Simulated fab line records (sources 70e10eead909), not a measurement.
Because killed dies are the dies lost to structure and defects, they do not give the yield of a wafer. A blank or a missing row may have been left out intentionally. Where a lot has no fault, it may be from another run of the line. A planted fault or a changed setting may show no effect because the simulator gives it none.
Chamber matching -- flow nand harc -- NHARC_THIN_TSV_DESCUM_14 on rie diel-06 has 4 sister chambers
The step chemistry O2, time 3 s. 14 wafers are shown with their chamber, then 7 later ones without.

WAFERS WITH THEIR CHAMBER
wafer,chamber,drypump motor current A (A),oes product au (a.u.),rf vpp V (V)
L556.3,0,4.7,1.027,57.1
L556.4,1,5.7,0.993,57.7
L556.5,2,6.3,1.017,58.4
L559.4,0,4.7,1.005,55.9
L559.5,1,5.7,0.991,57.7
L559.6,0,4.8,1.005,55.8
L564.4,1,5.7,0.998,57.9
L564.5,0,4.7,1.007,58.7
L564.6,1,5.7,0.994,57.2
L566.1,3,5.5,1.011,58.5
L566.2,2,6.3,1.012,58.7
L566.3,0,4.7,1.021,57.6
L573.3,1,5.7,0.994,55.9
L573.4,0,4.8,1.011,56.1

SIGNATURES (means of the wafers above)
reading,chamber 0,chamber 1,chamber 2,chamber 3,scatter within a chamber
drypump motor current A,4.733,5.700,6.300,5.500,0.0365
oes product au,1.01267,0.99400,1.01450,1.01100,0.00683
rf vpp V,56.867,57.280,58.550,58.500,0.965
Rule: for each reading, subtract the chamber's mean from the wafer's reading, divide by that reading's scatter and square the result; add these up over the readings and take the root, which gives the wafer's distance from the chamber. If the next closest chamber is less than 2 further off than the closest, the wafer can't be placed; otherwise it belongs to the closest. The scatter is the square root of a quotient: the sum, over the shown wafers, of each reading's squared deviation from its chamber's mean, divided by wafers minus chambers.

WAFERS WITHOUT THEIR CHAMBER
wafer,drypump motor current A (A),oes product au (a.u.),rf vpp V (V)
L573.6,4.7,1.021,57.3
L575.2,4.7,1.023,56.4
L575.4,5.7,1.002,58.0
L575.5,5.7,0.989,56.2
L577.2,4.7,1.011,56.1
L577.3,5.5,1.006,59.1
L577.5,5.5,0.988,57.0

WHICH CHAMBER EACH ONE RAN IN
wafer,from the rows above,in truth
L573.6,0,0
L575.2,0,0
L575.4,1,1
L575.5,1,1
L577.2,0,0
L577.3,3,3
L577.5,can't be placed: 3 or 1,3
Correct placement for 6 of the 7. These rows do not allow placing 1 (true chamber among the candidates in 1). Wrongly placed: 0.
